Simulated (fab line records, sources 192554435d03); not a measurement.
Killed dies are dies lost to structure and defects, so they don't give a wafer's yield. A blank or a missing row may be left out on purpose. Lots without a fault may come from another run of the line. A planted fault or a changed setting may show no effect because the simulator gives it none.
One fault seen from 3 desks | flow n5_finfet | each desk has only its own numbers; what lay behind them comes last

THE TOOL OWNER'S DESK: implanter-02
The tool's own readings at N5_WELL_APT_IMPLANT_32: means of the sampled wafers that have a number, for each lot that ran on this tool. A lot is out of limits, marked OUT, if its mean lies more than 4 standard deviations from the usual mean; the brackets give that distance.
Columns: A = beam_energy_keV at N5_WELL_APT_IMPLANT_32, usual 49.999
lot  | first seen here | A
L170 | day 1 15:46     | 49.980
L172 | day 2 04:35     | 50.003
L178 | day 3 15:25     | 49.993
L180 | day 4 04:31     | 49.997
L185 | day 5 09:18     | 44.332 (-99 or more) OUT
L187 | day 5 21:34     | 44.355 (-99 or more) OUT
L190 | day 6 15:35     | 44.333 (-99 or more) OUT
This desk's finding: out of limits on L185, L187, L190; first on L185, day 5 09:18 (beam_energy_keV at N5_WELL_APT_IMPLANT_32). In limits: L170, L172, L178, L180.

THE METROLOGY DESK
What the gauges read, lot by lot, whatever tool the lot ran on: means of the sampled wafers that have a number. A lot is out of limits, marked OUT, if its mean lies more than 4 standard deviations from the usual mean; the brackets give that distance. Of its 13 readings 7 are shown: the one that was out of limits first, and those that lie furthest out on some lot.
Columns: A = PWELL_OVL at N5_WELL_APT_OVL_MEAS_26, usual -5 nm; B = CJ_N at N5_BEOL_M4_RC_MEAS_101, usual 4.30; C = DIBL_N at N5_BEOL_M4_RC_MEAS_101, usual 37.3 mV/V; D = DIBL_P at N5_BEOL_M4_RC_MEAS_101, usual 37.4 mV/V; E = RS_PWELL at N5_BEOL_M4_RC_MEAS_101, usual 3014 ohm/sq; F = SS_N at N5_BEOL_M4_RC_MEAS_101, usual 71.8 mV/dec; G = VT_P at N5_BEOL_M4_RC_MEAS_101, usual -248 mV
lot  | first seen here | A   | B               | C    | D    | E               | F    | G
L170 | day 1 15:26     | -9  | 4.35            | 39.6 | 38.4 | 3032            | 71.8 | -244
L172 | day 2 04:04     | 1   | 4.29            | 34.5 | 34.1 | 2988            | 71.0 | -248
L178 | day 3 14:44     | -7  | 4.36            | 39.2 | 38.0 | 3026            | 72.0 | -244
L180 | day 4 04:01     | 1   | 4.03            | 35.2 | 36.7 | 2969            | 71.9 | -250
L185 | day 5 08:58     | -3  | 4.71            | 37.6 | 36.6 | 3079            | 71.4 | -247
L186 | day 5 15:07     | 2   | 4.33            | 33.7 | 34.2 | 3014            | 71.0 | -251
L187 | day 5 21:12     | 3   | 4.83 (+4.8) OUT | 37.2 | 38.7 | 3080            | 71.9 | -245
L188 | day 6 03:22     | -7  | 4.30            | 37.9 | 37.9 | 3009            | 71.9 | -251
L190 | day 6 15:13     | -13 | 4.68            | 37.6 | 38.2 | 3115 (+5.1) OUT | 71.7 | -245
L193 | day 7 08:50     | -13 | 4.37            | 36.7 | 35.3 | 3007            | 71.3 | -245
This desk's finding: out of limits on L187, L190; first on L187, day 12 06:49 (CJ_N at N5_BEOL_M4_RC_MEAS_101). In limits: L170, L172, L178, L180, L185, L186, L188, L193.

THE DEFECT DESK
What the inspections along the route counted, lot by lot: means of the sampled wafers that have a number. A lot is out of limits, marked OUT, if its mean lies more than 4 standard deviations from the usual mean; the brackets give that distance.
Columns: A = raw_defect_count at N5_START_INSPECT_01, usual 6
lot  | first seen here | A
L170 | day 1 12:02     | 4
L172 | day 2 00:02     | 5
L178 | day 3 12:02     | 7
L180 | day 4 00:02     | 9
L185 | day 5 06:02     | 5
L186 | day 5 12:02     | 6
L187 | day 5 18:02     | 9
L188 | day 6 00:02     | 6
L190 | day 6 12:02     | 3
L193 | day 7 06:02     | 7
This desk's finding: nothing out of limits on any of the 10 lots.

PUT TOGETHER
The tool owner's desk could have raised an alarm at day 5 09:18, on L185, L187, L190.
The metrology desk could have raised an alarm at day 12 06:49, on L187, L190.
The defect desk saw nothing out of limits.
The metrology desk has L185 on record, within its limits.
The defect desk has L185, L187, L190 on record, within its limits.
Of the lots named, all ran N5_WELL_APT_IMPLANT_32 on implanter-02.

WHAT THE SIMULATOR HAD PUT IN
Process parameter drift: implanter-02, from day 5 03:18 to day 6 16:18, at N5_WELL_APT_IMPLANT_32. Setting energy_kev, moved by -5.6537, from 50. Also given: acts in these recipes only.
Lots struck among those shown: L185, L187, L190.
Hours from the fault's start to each desk's first reading out of limits: the tool owner's desk, 6; the metrology desk, 172.
